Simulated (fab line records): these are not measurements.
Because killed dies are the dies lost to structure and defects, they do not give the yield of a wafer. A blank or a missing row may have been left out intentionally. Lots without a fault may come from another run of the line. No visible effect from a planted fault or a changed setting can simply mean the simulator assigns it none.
A struck lot beside a sound one	flow n5 finfet	15 out of 1938 route steps
Sound: wafers L106.2, L106.3, L106.6. Struck: wafer L110.4 (left out: L110.3, L110.6 of the same lot, which were not struck); the cause appears at the end.
Each step with rows lists, per side, the tool, then ch with its chambers, then its first start. Under that, the readings that differ: sound wafers	struck wafers	difference of the means	sigmas: that difference in standard deviations of wafers without a fault.
alike: same words and numbers on both sides, and readings whose means sit less than 2 such deviations apart. not compared: any withheld reading, any reading some wafer has no value for, any bound like >300 that may hide the same value, and any number with overlapping values for which the record gives no deviation.
The two part at a step that has a row with sigmas, a row that says differs or no value, or rows on one side only. When numbers do not overlap yet have no deviation, they are printed without sigmas and do not part them. Lack of a reading on every wafer of one side parts them only where that side has two or more wafers.

first, 10 steps without rows for these wafers: N5_FIN_CUT_DESCUM_13 (chemistry O2, time 7 s); N5_FIN_CUT_ETCH_30 (etches underlayer in N2/H2, target depth 13 nm, time 10.4 s); N5_FIN_CUT_ETCH_20 (etches SiARC in CF4, target depth 26 nm, time 43.3 s); N5_FIN_CUT_ETCH_21 (etches SOC in N2/H2, target depth 219 nm, overetch 43.8 nm, time 523.5 s); N5_FIN_CUT_STRIP_23 (strips in N2/H2); N5_FIN_CUT_STRIP_31 (strips in N2/H2); N5_FIN_CUT_STRIP_24 (strips in CF4); N5_FIN_CUT_CUT_ETCH_26 (etches SiNx in CH3F/O2, target depth 39 nm, time 55.7 s); N5_FIN_CUT_CUT_ETCH_27 (etches SiO2 in CHF3/O2, target depth 4 nm, overetch 2 nm, time 4.9 s); N5_FIN_CUT_PRECLEAN_35 (cleans in vHF, time 13.3 s).
N5_FIN_CUT_CUT_ETCH_15: etches Si in HBr/Cl2/O2, target depth 100 nm, bt time 10 s, time 42.4 s.
  sound on rie si-06 ch 1,3, day 3 17:11; struck on rie si-06 ch 1, day 4 18:25
reading	sound	struck	difference	sigmas
model.FIN_CUT.feature depth nm (nm)	101.4 100.2 101	71.2	-29.7	
model.etch.depth nm (nm)	101.4 100.3 100.9	71.26	-29.61	
model.SOC_of_FIN_CUT_COAT_18.thk nm (nm)	170.2 170.6 170.2	180.2	+9.9	
  alike: drypump motor current A, oes product au, throttle valve pct
  not compared: rf hours counter h
N5_FIN_CUT_CUT_ETCH_28: etches Si in HBr/Cl2/O2, target depth 6 nm, time 2.4 s.
  sound on rie si-06 ch 1,3, day 3 17:14; struck on rie si-06 ch 1, day 4 18:28
reading	sound	struck	difference	sigmas
model.SOC_of_FIN_CUT_COAT_18.thk nm (nm)	168.4 169 168.4	178.4	+9.8	
  alike: drypump motor current A, oes product au, throttle valve pct
  not compared: rf hours counter h
then, 1 step without rows for these wafers: N5_FIN_CUT_STRIP_22 (strips in N2/H2).
-- the record jumps here: 6 days lie between the struck wafers' starts before and after (it left off in module FIN_CUT and takes up again in module BEOL_M4, whose first step shown is number 1111 of the route) --
N5_BEOL_M4_RC_MEAS_101:
  sound on prober-02 ch 0, day 10 10:23; struck on prober-02 ch 0, day 10 22:32
reading	sound	struck	difference	sigmas
ION_N (uA/um)	651 661 671	701	+40	+3
ION_P (uA/um)	447 456 465	478	+22	+2
  alike: DIBL_N, DIBL_P, IOFF_N, IOFF_P, SS_N, SS_P, VT_N, VT_P
-- record jumps: 4 days separate the struck wafers' starts on either side; left off in module BEOL_M4, taken up again in module PASSIVATION, whose first shown step is the route's number 1936 --
N5_PASSIVATION_PROBE_49:
  only the struck wafers here have rows in the record (prober-01, day 15 03:28); the sound ones have none

== WHERE THEY PART ==
Last at N5_PASSIVATION_PROBE_49 as far as this record goes, first at N5_BEOL_M4_RC_MEAS_101.

WHY: what had been put in by the simulator
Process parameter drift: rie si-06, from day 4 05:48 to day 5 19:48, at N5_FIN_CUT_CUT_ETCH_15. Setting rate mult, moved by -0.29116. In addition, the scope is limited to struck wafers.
